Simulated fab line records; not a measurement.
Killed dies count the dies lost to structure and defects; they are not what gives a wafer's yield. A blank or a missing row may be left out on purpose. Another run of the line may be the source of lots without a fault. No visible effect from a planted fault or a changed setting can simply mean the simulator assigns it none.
Lot-split experiment	flow n5-finfet	39 wafers read across 7 lots, on a route 1938 steps long

## THE SPLIT
At N5_GATE_CUT_DESCUM_18 (chemistry O2, time 7 s), the setting time-s was moved away from the recipe's 7 s on 12 of the 39 wafers read, by -53.8% to +26.3%. The other wafers ran this setting at the recipe's value.

Between the split and the reading, the file records no step.

## THE READING
CAR-EUV_of_GATE_CUT_COAT_07.thk-nm (the simulator's own value, which no gauge read), in nm, at N5_GATE_CUT_ETCH_28 (etches underlayer in N2/H2, target depth 13 nm, time 10.4 s). The file does not state a usual value for it. The 27 wafers here that ran the recipe average 14.7 nm, standard deviation 0.15 nm.

wafer	tool, chamber at the split	time-s as run, s	against the recipe	CAR-EUV_of_GATE_CUT_COAT_07.thk-nm, nm	against lot-mates on the recipe
L076.1	rie-diel-02, 1	7	recipe	14.6	-
L076.5	rie-diel-02, 3,1	7	recipe	14.6	-
L076.2	rie-diel-02, 3,2,2	4.123	-41.1%	16.2	+1.5
L076.3	rie-diel-02, 3,2,2	4.123	-41.1%	16.2	+1.5
L076.6	rie-diel-02, 3,2,2	4.123	-41.1%	16.2	+1.5
L076.4	rie-diel-02, 3,1	7	recipe	14.8	-
L081.1	rie-diel-02, 2,0	7	recipe	15	-
L081.2	rie-diel-02, 1,3,2,1	7	recipe	14.8	-
L081.3	rie-diel-02, 1,3,2,1	7	recipe	14.8	-
L081.4	rie-diel-02, 2,0	7	recipe	14.8	-
L081.5	rie-diel-02, 1,3,2,1	7	recipe	14.8	-
L081.6	rie-diel-02, 1,3,2,1	7	recipe	14.8	-
L083.2	rie-diel-06, 1,3	7	recipe	14.6	-
L083.4	rie-diel-06, 0	7	recipe	14.6	-
L083.5	rie-diel-06, 1,3	7	recipe	14.8	-
L087.1	rie-diel-02, 1	7	recipe	14.8	-
L087.4	rie-diel-02, 0	7	recipe	14.8	-
L087.2	rie-diel-02, 2	8.838	+26.3%	14.2	-0.7
L087.3	rie-diel-02, 3	8.838	+26.3%	14	-0.9
L087.5	rie-diel-02, 3	8.838	+26.3%	14	-0.9
L087.6	rie-diel-02, 0	7	recipe	15	-
L089.1	rie-diel-06, 3,0,2	7	recipe	14.6	-
L089.2	rie-diel-06, 3,0,2	7	recipe	14.6	-
L089.6	rie-diel-06, 3,0,2	7	recipe	14.6	-
L089.3	rie-diel-06, 1,2,3	4.717	-32.6%	15.8	+1.2
L089.4	rie-diel-06, 1,2,3	4.717	-32.6%	15.8	+1.2
L089.5	rie-diel-06, 1,2,3	4.717	-32.6%	15.8	+1.2
L094.1	rie-diel-02, 1,2,3	3.237	-53.8%	16.6	+1.9
L094.2	rie-diel-02, 1,2,3	3.237	-53.8%	16.6	+1.9
L094.6	rie-diel-02, 1,2,3	3.237	-53.8%	16.6	+1.9
L094.3	rie-diel-02, 3	7	recipe	14.6	-
L094.5	rie-diel-02, 2,1	7	recipe	14.6	-
L094.4	rie-diel-02, 2,1	7	recipe	14.8	-
L095.1	rie-diel-05, 2,0,0,3	7	recipe	14.6	-
L095.3	rie-diel-05, 2,0,0,3	7	recipe	14.6	-
L095.5	rie-diel-05, 2,0,0,3	7	recipe	14.6	-
L095.6	rie-diel-05, 2,0,0,3	7	recipe	14.6	-
L095.2	rie-diel-05, 3,1	7	recipe	14.4	-
L095.4	rie-diel-05, 3,1	7	recipe	14.4	-
If several chambers appear in one row, that row covers several wafers at once and the file leaves open which wafer was in which chamber.

FIT RESULTS
A straight line over all 39 wafers: CAR-EUV_of_GATE_CUT_COAT_07.thk-nm changes by -0.0337 nm for each +1% of time-s; r = -0.98; the points scatter about the line by 0.15 nm.
The same after taking each lot's own level away (the mean of its wafers on the recipe; 39 wafers): -0.0355 nm for each +1%; r = -0.99; scatter 0.087 nm.
The reading moves by 1.9 nm for the largest change in time-s, on that fit.
From 14.53 to 14.87 nm: that is the span of the lots' own levels, equal to 2.3 times the standard deviation above.
The two slopes agree, so the slope changes little with the lot-to-lot level.
Check: with one of the wafers moved furthest among these (-53.8%) left out of the fit, the line predicts +1.93 nm for it against its lot-mates. It came out at +1.93 nm against them.

## THE OTHER SPLITS THESE WAFERS WENT THROUGH
Note: prior to the reading, these wafers also went through further splits. Each is held against what the fit with the lots' levels taken away leaves over:
other split on the same wafers	wafers away from the commonest value	r with CAR-EUV_of_GATE_CUT_COAT_07.thk-nm (lot level and that fit taken away)
N5_SPACER0_ALD_07 target-thk-a	15	-0.16
N5_SD_EPI_N_ETCH_45 target-depth-a	12	-0.04

## THE WHOLE CHAIN: every reading that the file lists as answering this split, in the file's order
step	what it does	reading	change (the file's fit)	r (the file's)
N5_GATE_CUT_DESCUM_18	chemistry O2, time 7 s	CAR-EUV_of_GATE_CUT_COAT_07.thk-nm (the simulator's own value, which no gauge read)	-0.0351 nm for each +1% of the setting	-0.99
N5_GATE_CUT_ETCH_28	etches underlayer in N2/H2, target depth 13 nm, time 10.4 s	CAR-EUV_of_GATE_CUT_COAT_07.thk-nm (the simulator's own value, which no gauge read)	-0.0359 nm for each +1% of the setting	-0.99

## THE FILE'S OWN FIT
CAR-EUV_of_GATE_CUT_COAT_07.thk-nm changes by -0.0359 nm for each +1% of time-s, r = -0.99.
